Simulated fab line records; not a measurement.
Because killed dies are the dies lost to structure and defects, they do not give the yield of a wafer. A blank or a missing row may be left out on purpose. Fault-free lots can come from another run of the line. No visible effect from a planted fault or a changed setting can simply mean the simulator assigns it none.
What tool caused it? | flow nand-harc | 11 lots with 33 wafers sampled at 6 steps, on a route of 1302 steps

WHAT EACH GAUGE READ, for each wafer
NHARC_A_WL_FILL_INSPECT_15.
lot  | measured     | on                | raw-defect-count
L853 | day 22 09:27 | defect-inspect-02 | 620 568 745
L857 | day 23 15:58 | defect-inspect-01 | 2692 2672 2470
L858 | day 23 22:11 | defect-inspect-01 | 2465 2452 2450
L866 | day 26 03:49 | defect-inspect-02 | 337 310 376
L868 | day 27 11:46 | defect-inspect-02 | 400 364 367
L867 | day 27 11:45 | defect-inspect-01 | 584 329 509
L869 | day 28 16:23 | defect-inspect-01 | 405 360 399
L870 | day 28 16:14 | defect-inspect-02 | 442 641 612
L872 | day 29 05:17 | defect-inspect-02 | 378 480 538
L871 | day 29 05:28 | defect-inspect-01 | 568 509 424
L873 | day 29 14:02 | defect-inspect-01 | 644 480 752

NHARC_END_SORT_01.
lot  | measured     | on        | killed-at-array | killed-at-other | killed-at-periphery | killed-dies | killed-open | killed-short
L857 | day 27 00:48 | prober-02 | 673 676 673     | 0 0 0           | 4 1 4               | 677 677 677 | 2 3 6       | 2 0 4
L858 | day 27 03:27 | prober-01 | 673 674 671     | 2 2 4           | 2 1 2               | 677 677 677 | 2 2 3       | 3 3 4

TOOL THAT RAN EACH LOT (tool first, then ch and the chambers of the sampled wafers, then the start)
lot  | NHARC_A_SLIT_ETCH_26             | NHARC_A_WL_FILL_RTA_01           | NHARC_A_WL_FILL_ALD_10           | NHARC_A_WL_FILL_CMP_12
L853 | har-etch-02 ch 0,1, day 21 06:51 | rtp-anneal-02 ch 0, day 21 15:07 | ald-hk-02 ch 0,1,2, day 21 23:16 | cmp-02 ch 0,2,3, day 22 09:01
L857 | har-etch-01 ch 0,1, day 22 13:53 | rtp-anneal-01 ch 0, day 22 22:07 | ald-hk-04 ch 0,1,3, day 23 05:17 | cmp-03 ch 0,1,3, day 23 15:31
L858 | har-etch-01 ch 0,1, day 22 19:45 | rtp-anneal-02 ch 0, day 23 04:14 | ald-hk-04 ch 0,1,3, day 23 11:00 | cmp-03 ch 0,1,3, day 23 21:41
L866 | har-etch-02 ch 0,1, day 25 01:43 | rtp-anneal-01 ch 0, day 25 10:04 | ald-hk-03 ch 1,2,3, day 25 17:43 | cmp-03 ch 0,1,3, day 26 03:23
L868 | har-etch-01 ch 0,1, day 26 09:41 | rtp-anneal-02 ch 0, day 26 18:04 | ald-hk-04 ch 0,2,3, day 27 01:54 | cmp-01 ch 0,1,3, day 27 11:20
L867 | har-etch-02 ch 0,1, day 26 09:44 | rtp-anneal-01 ch 0, day 26 18:00 | ald-hk-02 ch 0,1, day 27 00:34   | cmp-02 ch 1,2, day 27 11:17
L869 | har-etch-02 ch 0,1, day 27 14:35 | rtp-anneal-01 ch 0, day 27 22:56 | ald-hk-02 ch 0,1,3, day 28 05:43 | cmp-01 ch 0,1,2, day 28 15:54
L870 | har-etch-01 ch 0,1, day 27 15:10 | rtp-anneal-02 ch 0, day 27 23:00 | ald-hk-04 ch 2,3, day 28 05:44   | cmp-03 ch 0,1, day 28 15:47
L872 | har-etch-02 ch 0,1, day 28 00:28 | rtp-anneal-01 ch 0, day 28 08:52 | ald-hk-03 ch 0,1,3, day 28 19:06 | cmp-02 ch 0,1,3, day 29 04:51
L871 | har-etch-02 ch 0,1, day 28 04:19 | rtp-anneal-02 ch 0, day 28 12:44 | ald-hk-04 ch 2,3, day 28 17:33   | cmp-01 ch 0,1,3, day 29 05:00
L873 | har-etch-01 ch 0,1, day 28 08:55 | rtp-anneal-02 ch 0, day 28 19:14 | ald-hk-02 ch 1,2,3, day 29 02:56 | cmp-01 ch 0,1,2, day 29 13:32
- NHARC_A_SLIT_ETCH_26: etches the open film in C4F8/O2/Ar, time 90 s, target depth 400 nm.
- NHARC_A_WL_FILL_RTA_01: time 5 s.
- NHARC_A_WL_FILL_ALD_10: deposits SiO2, target thk 50 nm, pulse time 10 s, ald cycles 500.
- NHARC_A_WL_FILL_CMP_12: polishes, t overpolish 30 s, target thk 100 nm.

WHAT THE TOOLS THEMSELVES READ (means of the sampled wafers that have a number; where no wafer has one, the mark that the record gives instead)
NHARC_A_SLIT_ETCH_26.
lot  | tool        | bias-v (V) | drypump-motor-current-A (A) | showerhead-plenum-p-Torr (Torr) | throttle-valve-pct (%)
L853 | har-etch-02 | 400        | 6.15                        | 3.93                            | 27.628
L857 | har-etch-01 | 399        | 6.47                        | 3.61                            | 27.621
L858 | har-etch-01 | 396        | 6.47                        | 3.61                            | 27.619
L866 | har-etch-02 | 397        | 6.34                        | 3.90                            | 27.614
L868 | har-etch-01 | 397        | 6.51                        | 3.56                            | 27.624
L867 | har-etch-02 | 401        | 6.16                        | 3.89                            | 27.625
L869 | har-etch-02 | 402        | 6.16                        | 3.88                            | 27.623
L870 | har-etch-01 | 401        | 6.48                        | 3.57                            | 27.618
L872 | har-etch-02 | 403        | 6.16                        | 3.87                            | 27.625
L871 | har-etch-02 | 401        | 6.15                        | 3.87                            | 27.624
L873 | har-etch-01 | 401        | 6.48                        | 3.57                            | 27.624

NHARC_A_WL_FILL_RTA_01.
lot  | tool          | lamp-power-pct (%) | wafer_temp_C_max
L853 | rtp-anneal-02 | 34.4               | 1003.9
L857 | rtp-anneal-01 | 33.2               | 1007.0
L858 | rtp-anneal-02 | 34.4               | 1004.5
L866 | rtp-anneal-01 | 33.2               | 1005.9
L868 | rtp-anneal-02 | 34.3               | 1004.7
L867 | rtp-anneal-01 | 33.2               | 1007.6
L869 | rtp-anneal-01 | 33.1               | 1007.2
L870 | rtp-anneal-02 | 34.4               | 1004.2
L872 | rtp-anneal-01 | 33.2               | 1005.9
L871 | rtp-anneal-02 | 34.4               | 1004.4
L873 | rtp-anneal-02 | 34.4               | 1004.2

NHARC_A_WL_FILL_ALD_10.
lot  | tool      | heater-power-w (W) | precursor-pulse-height-rel | susceptor-temp-C (C)
L853 | ald-hk-02 | 472                | 1.015                      | 300.01
L857 | ald-hk-04 | 426                | 1.002                      | 299.97
L858 | ald-hk-04 | 426                | 1.015                      | 300.19
L866 | ald-hk-03 | 474                | 1.001                      | 300.07
L868 | ald-hk-04 | 424                | 1.001                      | 300.06
L867 | ald-hk-02 | 464                | 0.990                      | 300.11
L869 | ald-hk-02 | 471                | 0.982                      | 299.93
L870 | ald-hk-04 | 424                | 0.996                      | 299.91
L872 | ald-hk-03 | 431                | 0.985                      | 300.11
L871 | ald-hk-04 | 422                | 0.996                      | 300.08
L873 | ald-hk-02 | 467                | 0.999                      | 300.04

NHARC_A_WL_FILL_CMP_12.
lot  | tool   | edge-zone-pressure-frac | motor-current-A (A) | overpolish-run-s (s) | time-to-endpoint-s (s)
L853 | cmp-02 | 0.998                   | 11.6                | 29.995               | 21.9
L857 | cmp-03 | -                       | -                   | -                    | -
L858 | cmp-03 | -                       | -                   | -                    | -
L866 | cmp-03 | 1.003                   | 11.3                | 29.999               | 20.8
L868 | cmp-01 | 1.001                   | 12.0                | 30.002               | 21.4
L867 | cmp-02 | 0.996                   | 10.5                | 30.003               | 19.9
L869 | cmp-01 | 1.001                   | 11.2                | 30.005               | 20.3
L870 | cmp-03 | 0.998                   | 11.5                | 29.994               | 21.6
L872 | cmp-02 | 0.998                   | 11.3                | 30.000               | 17.8
L871 | cmp-01 | 1.006                   | 12.1                | 29.998               | 23.5
L873 | cmp-01 | 1.000                   | 10.9                | 29.992               | 21.5

THE ANSWER, worked out from the rows above alone
Rule: the usual values come from the lots themselves. The widest of any qualifying gaps counts: lots, ordered by their means at a reading, are off when they make up no more than a third of the lots, leave a main group of 4 or more, and stand apart from it by 3 or more times the standard deviation of that group's means. Not used: any main group whose means are identical at the precision the tables above print for the reading. Also off: a lot with no number at a reading for which 4 or more lots have one. The other lots that the step has rows for count as sound. The gauges are gone through in route order, then the tools' own readings, and for those a lot's mean is taken as printed above. The first step at which some lot is off is used, and at that step the reading that is off furthest; a lot without a number counts as furthest.
Off: L857, L858, at NHARC_A_WL_FILL_INSPECT_15 (raw-defect-count). The main group has a mean of 487 with a standard deviation of 1e+02.
If a tool, at a process step before that reading, ran all the lots that are off and no sound lot after the first of them, it fits. The gauges at NHARC_A_WL_FILL_INSPECT_15 aren't tried: what is off there is off at NHARC_A_WL_FILL_CMP_12 too, on other tools, and a gauge's error can't cause that. Of those tried, none fits.

WHAT WAS PUT IN BY THE SIMULATOR
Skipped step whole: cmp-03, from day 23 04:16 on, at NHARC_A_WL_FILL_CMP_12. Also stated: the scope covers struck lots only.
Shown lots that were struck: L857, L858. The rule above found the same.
